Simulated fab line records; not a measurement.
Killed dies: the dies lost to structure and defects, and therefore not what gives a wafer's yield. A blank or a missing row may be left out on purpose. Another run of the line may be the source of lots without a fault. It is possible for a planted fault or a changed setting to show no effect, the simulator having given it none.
fab line records + flow n5Finfet + part 2 of 2: steps 5 to 6 of 6
record
- lots=23
- wafers=69
- lastDay=20
route steps=1938 shown BEOL_M1@793
lots that met no fault: from a run of the same line without faults
startH: hours from the record's first day to the start of the lot's first wafer shown + waitH: how many hours have passed since the lot's step before this one + " unchanged from the row above + L1.1+2: several wafers, shown together as one row + - no value, or no start was given + * or withheld: withheld + < > ~ a bound
route shown NAME@n: NAME is a module with steps in the file, n the number in the route of the first one + usual: mean and standard deviation over wafers with no fault + same: alike in all rows + chamber/n: place in a boat + sites: per-site readings + _std_site: standard deviation of those values + _edge_site: mean of outer sites minus mean of inner sites + radiusMm: how far each site lies from the wafer's centre + mask NAME#n: copy n + behind: tool/chamber where the wafer was last shaped + hold: why the lot went on hold/how many hours it stayed there/how the hold came to an end + device: the transistor (n, p or np) that didn't switch + end of line: the tests these same wafers got at the end of their route + for a step that has no rows: nothing shown but its recipe + killed: count of dies lost to structure and defects at first sort (not the wafer's yield) + map: a wafer's dies, x killed, . not, _ none there
set.NAME: setting as actually run; set.NAME@STEP: the setting as run at that earlier step + model.NAME: the simulator's own value behind a step, which no gauge read
steps of the route over a sample of lots; a table a step, a row a wafer
services: a tool's chamber out of use, with start hour (startH, from the record's first day; less than 0 if before it), hours out, and reason
## steps
# step N5_BEOL_M1_SPUTTER_81
# recipe
- material=Cu
- targetThkA=45
- tempC=-20
- chamberPressurePa=0.07
- powerW=withheld
- timeS=8.29
# usual
- chuckSensorTempC=-16.2/0.75
- susceptorTempC=-20.01/0.11
- throttleValvePct=30.0/1.2
| lot.wafer | tool          | chamber | startH | waitH | chuckSensorTempC | susceptorTempC | throttleValvePct |
|-----------|---------------|---------|--------|-------|------------------|----------------|------------------|
| L074.1    | pvdSputter-01 | -       | 134.78 | 0.1   | -17.5            | -20.09         | 30.4             |
| L074.3    | "             | -       | "      | "     | -16.3            | -19.83         | 28.1             |
| L074.5    | "             | -       | "      | "     | -17.5            | -20.16         | 30.0             |
| L075.2    | pvdSputter-02 | -       | 142.58 | 0.1   | -15.6            | -19.92         | 30.1             |
| L075.3    | "             | -       | "      | "     | -16.0            | -19.95         | 28.4             |
| L075.6    | "             | -       | "      | "     | -15.8            | -19.95         | 30.1             |
| L077.2    | pvdSputter-01 | -       | 143.01 | 0.1   | -17.5            | -19.94         | 30.5             |
| L077.5    | "             | -       | "      | "     | -16.0            | -19.98         | 29.1             |
| L077.6    | "             | -       | "      | "     | -17.5            | -19.98         | 30.4             |
| L076.1    | pvdSputter-03 | -       | 147.38 | 0.1   | -16.1            | -19.83         | 29.6             |
| L076.2    | "             | -       | "      | "     | -17.4            | -19.94         | 31.1             |
| L076.4    | "             | -       | "      | "     | -15.2            | -20.00         | 32.1             |
| L078.1    | pvdSputter-03 | -       | 154.62 | 0.1   | -17.5            | -19.96         | 31.2             |
| L078.4    | "             | -       | "      | "     | -15.9            | -19.98         | 29.2             |
| L078.6    | "             | -       | "      | "     | -15.1            | -20.12         | 32.1             |
| L079.1    | pvdSputter-02 | -       | 157.28 | 0.1   | -15.9            | -19.97         | 30.1             |
| L079.3    | "             | -       | "      | "     | -15.5            | -19.91         | 31.6             |
| L079.5    | "             | -       | "      | "     | -16.0            | -19.87         | 30.2             |
| L081.2    | pvdSputter-03 | -       | 176.41 | 0.1   | -17.4            | -20.11         | 31.1             |
| L081.5    | "             | -       | "      | "     | -16.4            | -20.13         | 28.7             |
| L081.6    | "             | -       | "      | "     | -17.3            | -20.26         | 31.2             |
| L080.1    | pvdSputter-02 | -       | 178.19 | 0.1   | -16.0            | -20.15         | 30.3             |
| L080.3    | "             | -       | "      | "     | -15.9            | -19.91         | 30.0             |
| L080.5    | "             | -       | "      | "     | -15.6            | -20.01         | 30.0             |
| L082.2    | pvdSputter-02 | -       | 185.88 | 0.1   | -15.9            | -20.16         | 30.1             |
| L082.3    | "             | -       | "      | "     | -15.7            | -20.23         | 31.4             |
| L082.5    | "             | -       | "      | "     | -15.4            | -19.87         | 31.2             |
| L083.3    | pvdSputter-01 | -       | 186.14 | 0.1   | -16.2            | -20.02         | 28.1             |
| L083.4    | "             | -       | "      | "     | -17.8            | -20.22         | 30.4             |
| L083.5    | "             | -       | "      | "     | -16.2            | -20.23         | 28.8             |
| L084.2    | pvdSputter-03 | -       | 188.83 | 0.1   | -15.4            | -19.88         | 32.1             |
| L084.4    | "             | -       | "      | "     | -16.3            | -20.18         | 28.9             |
| L084.5    | "             | -       | "      | "     | -15.9            | -20.15         | 29.4             |
| L085.2    | pvdSputter-01 | -       | 193.93 | 0.1   | -16.1            | -20.01         | 28.2             |
| L085.3    | "             | -       | "      | "     | -15.8            | -19.97         | 29.9             |
| L085.4    | "             | -       | "      | "     | -17.5            | -19.95         | 30.3             |
| L086.2    | pvdSputter-03 | -       | 202.57 | 0.1   | -15.2            | -20.06         | 32.1             |
| L086.3    | "             | -       | "      | "     | -16.3            | -19.99         | 29.2             |
| L086.4    | "             | -       | "      | "     | -15.9            | -19.92         | 29.3             |
| L088.1    | pvdSputter-01 | -       | 213.24 | 0.1   | -17.4            | -20.04         | 30.3             |
| L088.2    | "             | -       | "      | "     | -16.3            | -20.07         | 28.2             |
| L088.4    | "             | -       | "      | "     | -16.1            | -19.73         | 29.0             |
| L087.1    | pvdSputter-03 | -       | 216.08 | 0.1   | -16.0            | -19.94         | 29.3             |
| L087.4    | "             | -       | "      | "     | -16.2            | -20.20         | 28.8             |
| L087.6    | "             | -       | "      | "     | -15.2            | -20.04         | 32.3             |
| L089.2    | pvdSputter-01 | -       | 234.09 | 0.1   | -16.2            | -20.07         | 28.2             |
| L089.3    | "             | -       | "      | "     | -16.0            | -19.89         | 28.7             |
| L089.5    | "             | -       | "      | "     | -17.7            | -19.91         | 30.2             |
| L090.2    | pvdSputter-01 | -       | 248.69 | 0.1   | -16.0            | -20.02         | 29.0             |
| L090.3    | "             | -       | "      | "     | -17.5            | -19.97         | 30.3             |
| L090.6    | "             | -       | "      | "     | -16.2            | -20.01         | 29.0             |
| L092.1    | pvdSputter-03 | -       | 257.17 | 0.1   | -16.1            | -20.01         | 29.2             |
| L092.2    | "             | -       | "      | "     | -15.3            | -20.03         | 32.1             |
| L092.6    | "             | -       | "      | "     | -17.6            | -20.03         | 31.1             |
| L094.1    | pvdSputter-03 | -       | 269.30 | 0.1   | -16.1            | -20.02         | 29.4             |
| L094.2    | "             | -       | "      | "     | -16.5            | -20.06         | 29.0             |
| L094.3    | "             | -       | "      | "     | -15.1            | -20.06         | 32.3             |
| L093.3    | pvdSputter-03 | -       | 271.87 | 0.1   | -15.1            | -19.97         | 32.2             |
| L093.4    | "             | -       | "      | "     | -16.4            | -20.09         | 28.8             |
| L093.5    | "             | -       | "      | "     | -16.0            | -19.98         | 29.2             |
| L091.1    | pvdSputter-01 | -       | 276.53 | 0.1   | -17.5            | -19.88         | 30.3             |
| L091.3    | "             | -       | "      | "     | -15.8            | -20.17         | 29.8             |
| L091.6    | "             | -       | "      | "     | -16.3            | -19.93         | 28.4             |
| L096.2    | pvdSputter-03 | -       | 281.94 | 0.1   | -15.4            | -20.22         | 32.1             |
| L096.3    | "             | -       | "      | "     | -16.3            | -20.08         | 28.8             |
| L096.6    | "             | -       | "      | "     | -16.2            | -20.09         | 28.7             |
| L097.1    | pvdSputter-03 | -       | 287.06 | 0.1   | -15.4            | -19.88         | 32.2             |
| L097.2    | "             | -       | "      | "     | -16.2            | -20.04         | 28.8             |
| L097.5    | "             | -       | "      | "     | -16.1            | -20.01         | 29.3             |
# step N5_BEOL_M1_SPUTTER_92
# recipe
- material=Cu
- targetThkA=45
- tempC=-20
- chamberPressurePa=0.07
- powerW=withheld
- timeS=8.29
# usual
- chuckSensorTempC=-16.2/0.74
- susceptorTempC=-19.98/0.11
- throttleValvePct=30.0/1.2
| lot.wafer | tool          | chamber | startH | waitH | chuckSensorTempC | susceptorTempC | throttleValvePct |
|-----------|---------------|---------|--------|-------|------------------|----------------|------------------|
| L074.1    | pvdSputter-01 | -       | 135.66 | 0.1   | -17.4            | -20.01         | 30.2             |
| L074.3    | "             | -       | "      | "     | -16.2            | -20.23         | 28.2             |
| L074.5    | "             | -       | "      | "     | -17.5            | -19.93         | 30.5             |
| L075.2    | pvdSputter-02 | -       | 143.46 | 0.1   | -15.8            | -19.87         | 30.0             |
| L075.3    | "             | -       | "      | "     | -16.0            | -19.94         | 28.4             |
| L075.6    | "             | -       | "      | "     | -15.7            | -19.98         | 30.2             |
| L077.2    | pvdSputter-01 | -       | 143.89 | 0.1   | -17.5            | -20.16         | 30.5             |
| L077.5    | "             | -       | "      | "     | -16.0            | -19.92         | 28.7             |
| L077.6    | "             | -       | "      | "     | -17.5            | -20.12         | 30.3             |
| L076.1    | pvdSputter-03 | -       | 148.33 | 0.1   | -15.9            | -20.13         | 29.3             |
| L076.2    | "             | -       | "      | "     | -17.4            | -20.07         | 31.3             |
| L076.4    | "             | -       | "      | "     | -15.3            | -19.92         | 32.3             |
| L078.1    | pvdSputter-03 | -       | 155.50 | 0.1   | -17.6            | -19.85         | 31.1             |
| L078.4    | "             | -       | "      | "     | -15.9            | -20.03         | 29.2             |
| L078.6    | "             | -       | "      | "     | -15.3            | -19.87         | 32.1             |
| L079.1    | pvdSputter-02 | -       | 158.16 | 0.1   | -15.9            | -20.03         | 30.4             |
| L079.3    | "             | -       | "      | "     | -15.7            | -19.79         | 31.2             |
| L079.5    | "             | -       | "      | "     | -15.9            | -19.96         | 30.4             |
| L081.2    | pvdSputter-03 | -       | 177.29 | 0.1   | -17.6            | -20.12         | 31.2             |
| L081.5    | "             | -       | "      | "     | -16.4            | -19.82         | 28.9             |
| L081.6    | "             | -       | "      | "     | -17.3            | -19.95         | 31.2             |
| L080.1    | pvdSputter-02 | -       | 179.07 | 0.1   | -15.9            | -19.91         | 29.9             |
| L080.3    | "             | -       | "      | "     | -15.7            | -20.10         | 30.2             |
| L080.5    | "             | -       | "      | "     | -15.7            | -20.08         | 30.0             |
| L082.2    | pvdSputter-02 | -       | 186.76 | 0.1   | -15.7            | -19.97         | 30.4             |
| L082.3    | "             | -       | "      | "     | -15.4            | -20.15         | 31.2             |
| L082.5    | "             | -       | "      | "     | -15.4            | -19.92         | 31.5             |
| L083.3    | pvdSputter-01 | -       | 187.02 | 0.1   | -16.1            | -20.03         | 28.2             |
| L083.4    | "             | -       | "      | "     | -17.5            | -20.07         | 30.4             |
| L083.5    | "             | -       | "      | "     | -15.8            | -19.91         | 28.7             |
| L084.2    | pvdSputter-03 | -       | 189.71 | 0.1   | -15.3            | -20.20         | 32.0             |
| L084.4    | "             | -       | "      | "     | -16.3            | -19.97         | 28.6             |
| L084.5    | "             | -       | "      | "     | -16.1            | -19.91         | 29.0             |
| L085.2    | pvdSputter-01 | -       | 194.81 | 0.1   | -16.0            | -19.94         | 28.1             |
| L085.3    | "             | -       | "      | "     | -15.9            | -19.87         | 29.8             |
| L085.4    | "             | -       | "      | "     | -17.7            | -19.91         | 30.6             |
| L086.2    | pvdSputter-03 | -       | 203.45 | 0.1   | -15.2            | -20.05         | 32.3             |
| L086.3    | "             | -       | "      | "     | -16.2            | -20.01         | 29.0             |
| L086.4    | "             | -       | "      | "     | -16.1            | -20.00         | 29.3             |
| L088.1    | pvdSputter-01 | -       | 214.12 | 0.1   | -17.5            | -19.88         | 30.2             |
| L088.2    | "             | -       | "      | "     | -16.3            | -20.30         | 28.1             |
| L088.4    | "             | -       | "      | "     | -16.2            | -19.91         | 29.0             |
| L087.1    | pvdSputter-03 | -       | 216.96 | 0.1   | -15.9            | -20.41         | 29.4             |
| L087.4    | "             | -       | "      | "     | -16.4            | -19.72         | 29.3             |
| L087.6    | "             | -       | "      | "     | -15.4            | -19.92         | 32.2             |
| L089.2    | pvdSputter-01 | -       | 234.97 | 0.1   | -16.3            | -20.02         | 28.3             |
| L089.3    | "             | -       | "      | "     | -16.2            | -19.86         | 28.7             |
| L089.5    | "             | -       | "      | "     | -17.5            | -20.05         | 30.3             |
| L090.2    | pvdSputter-01 | -       | 249.57 | 0.1   | -16.0            | -20.01         | 29.2             |
| L090.3    | "             | -       | "      | "     | -17.4            | -19.84         | 30.4             |
| L090.6    | "             | -       | "      | "     | -16.1            | -20.20         | 28.8             |
| L092.1    | pvdSputter-03 | -       | 258.05 | 0.1   | -16.0            | -20.14         | 29.5             |
| L092.2    | "             | -       | "      | "     | -15.2            | -19.94         | 32.1             |
| L092.6    | "             | -       | "      | "     | -17.5            | -19.96         | 31.1             |
| L094.1    | pvdSputter-03 | -       | 270.18 | 0.1   | -16.2            | -19.87         | 29.1             |
| L094.2    | "             | -       | "      | "     | -16.3            | -19.94         | 29.4             |
| L094.3    | "             | -       | "      | "     | -15.3            | -19.99         | 31.9             |
| L093.3    | pvdSputter-03 | -       | 272.75 | 0.1   | -15.3            | -19.98         | 32.2             |
| L093.4    | "             | -       | "      | "     | -16.2            | -19.95         | 29.1             |
| L093.5    | "             | -       | "      | "     | -15.9            | -19.99         | 29.4             |
| L091.1    | pvdSputter-01 | -       | 277.41 | 0.1   | -17.6            | -20.11         | 30.4             |
| L091.3    | "             | -       | "      | "     | -15.9            | -19.93         | 29.8             |
| L091.6    | "             | -       | "      | "     | -16.2            | -19.89         | 28.1             |
| L096.2    | pvdSputter-03 | -       | 282.82 | 0.1   | -15.3            | -19.89         | 32.1             |
| L096.3    | "             | -       | "      | "     | -16.2            | -19.87         | 29.3             |
| L096.6    | "             | -       | "      | "     | -16.3            | -19.96         | 28.9             |
| L097.1    | pvdSputter-03 | -       | 287.94 | 0.1   | -15.3            | -20.24         | 32.3             |
| L097.2    | "             | -       | "      | "     | -16.1            | -20.17         | 28.8             |
| L097.5    | "             | -       | "      | "     | -16.1            | -20.00         | 29.1             |
## services
| tool          | chamber | startH | hours | kind                         |
|---------------|---------|--------|-------|------------------------------|
| rieDiel-06    | 0       | 120.08 | -     | clean                        |
| rieDiel-06    | 0       | 120.08 | -     | consumableReplace:focusRing  |
| rieDiel-06    | 0       | 120.08 | 16.2  | scheduledDown                |
| rieDiel-06    | 0       | 120.08 | 16.2  | ventCycle                    |
| rieDiel-06    | 2       | 125.76 | 11.1  | repair                       |
| rieDiel-03    | 1       | 145.19 | 1.6   | repair                       |
| rieDiel-06    | -       | 158.33 | 2.8   | pm                           |
| rieDiel-06    | 2       | 163.27 | 9.2   | repair                       |
| rieDiel-03    | -       | 177.21 | 0.8   | repair                       |
| rieDiel-02    | 2       | 214.00 | 6.4   | repair                       |
| rieDiel-02    | 1       | 219.30 | 40.8  | repair                       |
| rieDiel-03    | 2       | 225.34 | -     | clean                        |
| rieDiel-03    | 2       | 225.34 | -     | consumableReplace:focusRing  |
| rieDiel-03    | 2       | 225.34 | -     | consumableReplace:showerhead |
| rieDiel-03    | 2       | 225.34 | 18.0  | scheduledDown                |
| rieDiel-03    | 2       | 225.34 | 18.0  | ventCycle                    |
| rieDiel-06    | 3       | 252.54 | 2.8   | repair                       |
| rieDiel-03    | 1       | 260.48 | 6.6   | repair                       |
| pvdSputter-02 | -       | 265.13 | 12.8  | repair                       |
| rieDiel-03    | 1       | 280.85 | -     | clean                        |
| rieDiel-03    | 1       | 280.85 | -     | consumableReplace:focusRing  |
| rieDiel-03    | 1       | 280.85 | 20.3  | scheduledDown                |
| rieDiel-03    | 1       | 280.85 | 20.3  | ventCycle                    |
